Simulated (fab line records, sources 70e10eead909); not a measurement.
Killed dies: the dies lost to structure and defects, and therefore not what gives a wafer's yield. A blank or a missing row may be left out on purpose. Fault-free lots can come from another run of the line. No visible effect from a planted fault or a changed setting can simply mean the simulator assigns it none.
What tool caused it? | flow nand-harc | 11 lots with 33 wafers sampled at 3 steps, on a route of 1302 steps

== WHAT THE GAUGES SHOWED, per wafer ==
NHARC_A_SLIT_CD_MEAS_09 targets a cd of 300 nm.
lot  | measured     | on        | cd-nm (nm)
L306 | day 19 14:03 | cd-sem-02 | 300.7 300.0 300.0
L308 | day 20 09:04 | cd-sem-02 | 300.1 300.1 300.0
L310 | day 21 13:50 | cd-sem-01 | 300.3 300.1 300.0
L312 | day 21 22:39 | cd-sem-03 | 300.1 300.4 300.2
L314 | day 23 03:12 | cd-sem-03 | 300.2 299.9 300.1
L323 | day 26 17:34 | cd-sem-03 | 312.3 311.6 311.4
L324 | day 27 20:17 | cd-sem-01 | 299.0 299.2 299.8
L329 | day 28 17:03 | cd-sem-03 | 300.3 300.5 300.9
L328 | day 28 13:52 | cd-sem-02 | 299.9 299.5 300.0
L327 | day 28 14:57 | cd-sem-03 | 299.8 300.1 299.8
L326 | day 28 22:07 | cd-sem-02 | 310.4 309.9 310.1

== WHICH TOOL RAN EACH LOT (tool, then ch and the chambers of the sampled wafers, then the start) ==
lot  | NHARC_A_SGD_CUT_ETCH_59                       | NHARC_A_SLIT_EXPOSE_06
L306 | rie-diel-13 ch 0,3, day 19 08:44 or earlier   | arfi-scanner-01 ch 0, day 19 13:55
L308 | rie-diel-10 ch 0,1,3, day 20 03:30 or earlier | arfi-scanner-02 ch 0, day 20 08:56
L310 | rie-diel-13 ch 0,1, day 21 04:34 or earlier   | arfi-scanner-02 ch 0, day 21 13:42
L312 | rie-diel-13 ch 0,1,2, day 21 12:28 or earlier | arfi-scanner-02 ch 0, day 21 22:31
L314 | rie-diel-13 ch 1,2, day 22 20:02 or earlier   | arfi-scanner-03 ch 0, day 23 03:04
L323 | rie-diel-10 ch 0,1,2, day 26 12:13 or earlier | arfi-scanner-02 ch 0, day 26 17:26
L324 | rie-diel-06 ch 1,2,3, day 27 14:12 or earlier | arfi-scanner-03 ch 0, day 27 20:08
L329 | rie-diel-13 ch 1,2, day 28 08:38 or earlier   | arfi-scanner-01 ch 0, day 28 16:55
L328 | rie-diel-06 ch 0,1,2, day 28 08:38 or earlier | arfi-scanner-01 ch 0, day 28 13:44
L327 | rie-diel-06 ch 0,1, day 28 08:38 or earlier   | arfi-scanner-03 ch 0, day 28 14:49
L326 | rie-diel-13 ch 0,2, day 28 14:14 or earlier   | arfi-scanner-02 ch 0, day 28 21:59
- NHARC_A_SGD_CUT_ETCH_59: etches the open film in N2/H2, target depth 260 nm, time 406.25 s.
- NHARC_A_SLIT_EXPOSE_06: exposes mask SLIT.

== THE ANSWER, worked out from the rows above alone ==
Rule: what is usual is taken from the lots themselves. Put in order of their means at a reading, lots are off if they are a third of the lots or fewer, leave a main group of 4 or more, and stand apart from it by a gap of 3 or more times the standard deviation of the main group's means; of several such gaps the widest counts. Not used: any main group whose means are identical at the precision the tables above print for the reading. Also off: a lot with no number at a reading for which 4 or more lots have one. The other lots that the step has rows for count as sound.
Off: L323, L326 (NHARC_A_SLIT_CD_MEAS_09, cd-nm). Main group: mean 300.0 nm, sd 0.32.
If a tool, at a process step before that reading, ran all the lots that are off and no sound lot after the first of them, it fits. Those tools and the gauges at NHARC_A_SLIT_CD_MEAS_09 are tried in the same way. Because NHARC_A_SGD_CUT_ETCH_59 lacks a start for some lots, the hours and order of its lots are taken from NHARC_A_SGD_CUT_THK_MEAS_22. One fits: NHARC_A_SLIT_EXPOSE_06 on arfi-scanner-02. A fault onset in the window from L312 (day 21 22:31, its last sound lot) to L323 (day 26 17:26, its first lot off) fits.

== WHAT THE SIMULATOR PUT IN ==
Process parameters drifting: arfi-scanner-02 at NHARC_A_SLIT_EXPOSE_06, beginning at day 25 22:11. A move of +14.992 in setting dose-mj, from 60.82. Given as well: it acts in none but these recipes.
Lots struck among those shown: L323, L326. The rule given above showed the same thing.
